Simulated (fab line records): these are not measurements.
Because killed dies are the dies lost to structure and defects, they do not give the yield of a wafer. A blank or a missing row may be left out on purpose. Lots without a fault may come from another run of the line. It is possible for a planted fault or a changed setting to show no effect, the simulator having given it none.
fab line records	flow n5Finfet
[record] lots = 7	wafers = 39
route steps=1938 shown FIN_SAQP@138 DUMMY_GATE@248 SD_EPI_N@293 HKMG_FIN@402 GATE_CUT@467 BEOL_M4@1111
startH: hours from the record's first day to the start of the lot's first wafer shown	waitH: time in hours since the lot's previous step	" identical to the entry in the row above	L1.1+2: a row that stands for several wafers	- either no value or no given start	* or withheld: withheld	< > ~ a bound
route shown NAME@n: NAME is a module with steps in the file, n the number in the route of the first one	usual: mean and standard deviation over wafers with no fault	same: alike in all rows	chamber/n: place in a boat	sites: each site's reading	_std_site: standard deviation of those values	_edge_site: inner sites' mean taken away from outer sites' mean	radiusMm: how far each site lies from the wafer's centre	mask NAME#n: copy n	behind: the tool/chamber that last shaped the wafer	hold: what put the lot on hold/how long, in hours/how the hold closed	device: the transistor (n, p or np) that didn't switch	end of line: tests run on the same wafers once the route is complete	a step given without rows: its recipe and nothing more	killed: the dies lost at the first sort to structure and to defects; this is not the yield of the wafer	map: the dies of a wafer, with x for killed, . for not killed, _ for no die there
set.NAME: the setting that was run; set.NAME@STEP: the one run at that earlier step	model.NAME: the simulator's own value behind a step, which no gauge read
lots run with intentionally changed settings; tables by step, rows by wafer
[[steps]]
[step N5_FIN_SAQP_SPACER2_ALD_28]
[recipe] material = SiO2	targetThkA = 81	tempC = 300	aldPrecursorFamily = BDEAS	aldCoReactant = O2-plasma	pulseTimeS = 1	purgeTimeS = 2	coReactantPurgeTimeS = 2	pressureTorr = 2
[step N5_DUMMY_GATE_ETCH_44]
[recipe] chemistry = HBr/O2	overEtchFrac = 0.7	targetDepthA = 1275	stopOn = SiO2	ionEnergyEv = 60	biasW = 20	target = poly-Si	maskMaterial = SiO2	pressureMtorr = 20	icpW = 400	HBr_flow_sccm = 120	O2_flow_sccm = 10
[step N5_DUMMY_GATE_ETCH_42]
[recipe] chemistry = CHF3/O2	target = SiO2	targetDepthA = 35	timeS = 31	ionEnergyEv = 30	biasW = 12	pressureMtorr = 30	sourceW = 600	Ar_flow_sccm = 200	CHF3_flow_sccm = 50	O2_flow_sccm = 5
[step N5_SD_EPI_N_LINER_46]
[recipe] material = SiNx	targetThkA = 30	tempC = 400	aldPrecursorFamily = SiH2I2	aldCoReactant = N2/H2-plasma	pressureTorr = 2
[step N5_HKMG_FIN_ETCH_54]
[recipe] chemistry = CF4	target = SiARC	targetDepthA = 455	maskMaterial = CAR-ArF	timeS = 75.8	ionEnergyEv = 80	pressureMtorr = 40	sourceW = 545	biasW = 36	Ar_flow_sccm = 100	cf4FlowSccm = 100	ends = cleared
[step N5_HKMG_FIN_ALD_79]
[recipe] material = TiN	targetThkA = 15	tempC = 400	aldPrecursorFamily = TiCl4	aldCoReactant = NH3	pulseTimeS = 1	purgeTimeS = 3	coReactantPurgeTimeS = 2	coReactantPulseTimeS = 2	aldCycles = 68	pressureTorr = 3
[step N5_HKMG_FIN_ALD_91]
[recipe] material = TiN	targetThkA = 10	tempC = 400	aldPrecursorFamily = TiCl4	aldCoReactant = NH3	pulseTimeS = 1	purgeTimeS = 3	coReactantPurgeTimeS = 2	coReactantPulseTimeS = 2	aldCycles = 47	pressureTorr = 3
[step N5_GATE_CUT_ETCHBACK_30]
[recipe] chemistry = Cl2/Ar	target = TiN	targetDepthA = 30	mode = isotropic	pressureMtorr = 10	icpW = 600	biasW = 60	Cl2_flow_sccm = 40	Ar_flow_sccm = 60
[step N5_BEOL_M4_RC_MEAS_101]
[usual] IOFF_N_LONG = 5.6e-05/2e-06	REXT_P = 100.3/2.4	VT_N_LONG = 274.6/1.9
lot.wafer	tool	chamber	startH	waitH	set.tempC@FIN_SAQP_SPACER2_ALD_28	set.targetDepthA@DUMMY_GATE_ETCH_44	set.biasW@DUMMY_GATE_ETCH_42	set.targetThkA@SD_EPI_N_LINER_46	set.cf4FlowSccm@HKMG_FIN_ETCH_54	set.aldCycles@HKMG_FIN_ALD_79	set.tempC@HKMG_FIN_ALD_91	set.targetDepthA@GATE_CUT_ETCHBACK_30	IOFF_N_LONG[nA/um]	REXT_P[ohm.um]	VT_N_LONG[mV]
L075.1	prober-01	0	164.90	0.0	300	1275	10.32	30	100	68	388.3	30	6.76e-05	101.8	269.0
L075.2	"	0	"	"	300	1414	12	26.51	100	68	388.3	30	6.9e-05	96.0	266.7
L075.3	"	0	"	"	296.1	1414	10.32	26.51	92.97	68	388.3	30	6.91e-05	95.8	267.0
L075.4	"	0	"	"	296.1	1275	10.32	30	92.97	68	400	30	6.09e-05	101.7	271.3
L075.5	"	0	"	"	300	1414	12	30	92.97	68	400	30	6.05e-05	101.0	271.2
L075.6	"	0	"	"	296.1	1275	12	26.51	100	68	400	30	5.79e-05	97.1	276.2
L076.2	prober-02	0	181.83	0.2	300	1275	12	30	100	68	400	30	5.62e-05	98.3	273.4
L076.3	"	0	"	"	300	1275	12	30	100	68	400	30	5.59e-05	99.6	275.2
L076.6	"	0	"	"	300	1275	12	30	100	68	400	30	5.56e-05	98.6	272.7
L077.1	prober-02	0	188.70	0.0	294.5	1275	12.99	27.46	100	68	389	31.66	6.2e-05	94.4	271.9
L077.2	"	0	"	"	300	1275	12.99	27.46	100	68	400	30	5.44e-05	95.4	278.3
L077.3	"	0	"	"	300	1275	12	30	117.9	68	400	31.66	5.55e-05	98.9	276.3
L077.4	"	0	"	"	294.5	1275	12	27.46	117.9	79	389	30	6.21e-05	94.2	270.5
L077.5	"	0	"	"	300	1275	12.99	30	117.9	79	400	31.66	5.51e-05	97.1	277.8
L077.6	"	0	"	"	294.5	1275	12	30	100	79	389	30	6.11e-05	99.8	271.6
L082.1	prober-01	0	216.56	0.0	314.1	1203	12	31.72	114.6	72	391.3	33.66	6.34e-05	102.8	267.4
L082.2	"	0	"	"	300	1275	12	30	114.6	68	400	30	5.8e-05	99.4	273.5
L082.3	"	0	"	"	314.1	1275	10.54	31.72	114.6	72	391.3	30	6.6e-05	100.3	267.5
L082.4	"	0	"	"	300	1275	10.54	30	100	72	400	30	5.72e-05	100.4	270.8
L082.5	"	0	"	"	300	1203	10.54	31.72	100	68	400	33.66	5.92e-05	102.4	273.9
L082.6	"	0	"	"	314.1	1203	12	30	100	68	391.3	33.66	6.38e-05	99.5	267.3
L083.1	prober-02	0	219.13	0.0	300	1275	12	34.69	100	76	407.2	30	5.08e-05	107.2	277.6
L083.2	"	0	"	"	300	1233	12	30	100	68	400	30	5.52e-05	101.3	275.2
L083.3	"	0	"	"	300	1275	12	34.69	100	68	407.2	33.79	5.23e-05	108.1	278.4
L083.4	"	0	"	"	300	1275	12	30	100	76	400	33.79	5.58e-05	102.7	274.3
L083.5	"	0	"	"	300	1233	12	34.69	100	68	400	33.79	5.56e-05	108.1	275.6
L083.6	"	0	"	"	300	1233	12	30	100	76	407.2	30	5.13e-05	100.7	277.7
L091.1	prober-01	0	321.54	0.0	300	1275	12.85	30	117	68	400	25.95	5.41e-05	97.7	277.7
L091.2	"	0	"	"	300	1275	12	30	100	68	400	30	5.34e-05	97.9	273.8
L091.3	"	0	"	"	300	1275	12.85	30	100	61	400	25.95	5.41e-05	97.8	277.7
L091.4	"	0	"	"	300	1275	12	30	117	61	400	25.95	5.4e-05	97.6	277.2
L091.5	"	0	"	"	300	1275	12	30	100	68	400	30	5.36e-05	99.3	273.2
L091.6	"	0	"	"	300	1275	12.85	30	117	61	400	30	5.33e-05	98.0	275.5
L092.1	prober-02	0	330.25	0.0	300	1153	13.21	30	100	57	400	30	5.55e-05	103.0	273.6
L092.2	"	0	"	"	300	1153	12	30	100	57	400	33.31	5.59e-05	100.6	273.5
L092.3	"	0	"	"	300	1153	12	32.68	77.35	68	400	30	5.64e-05	105.1	275.2
L092.4	"	0	"	"	300	1275	13.21	32.68	100	68	405.9	30	5.38e-05	104.8	277.3
L092.5	"	0	"	"	300	1275	12	30	77.35	68	405.9	33.31	5.33e-05	102.4	277.5
L092.6	"	0	"	"	300	1275	13.21	32.68	77.35	57	405.9	33.31	5.16e-05	105.1	277.0
[[key]]
[split] step = N5_FIN_SAQP_SPACER2_ALD_28	setting = tempC	statedAs = 300
response none clear
[split] step = N5_DUMMY_GATE_ETCH_44	setting = targetDepthA	statedAs = 1275
response none clear
[split] step = N5_DUMMY_GATE_ETCH_42	setting = biasW	statedAs = 12
response none clear
[split] step = N5_SD_EPI_N_LINER_46	setting = targetThkA	statedAs = 30
[response] step = N5_BEOL_M4_RC_MEAS_101	reading = REXT_P	slope = +0.408	per = 1%	togetherWith = all	explained = 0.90
[split] step = N5_HKMG_FIN_ETCH_54	setting = cf4FlowSccm	statedAs = 100
response none clear
[split] step = N5_HKMG_FIN_ALD_79	setting = aldCycles	statedAs = 68
response none clear
[split] step = N5_HKMG_FIN_ALD_91	setting = tempC	statedAs = 400
[response] step = N5_BEOL_M4_RC_MEAS_101	reading = IOFF_N_LONG	slope = -2.62e-06	per = 1%	togetherWith = all	explained = 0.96
[response] step = N5_BEOL_M4_RC_MEAS_101	reading = VT_N_LONG	slope = +1.95	per = 1%	togetherWith = all	explained = 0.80
[split] step = N5_GATE_CUT_ETCHBACK_30	setting = targetDepthA	statedAs = 30
response none clear
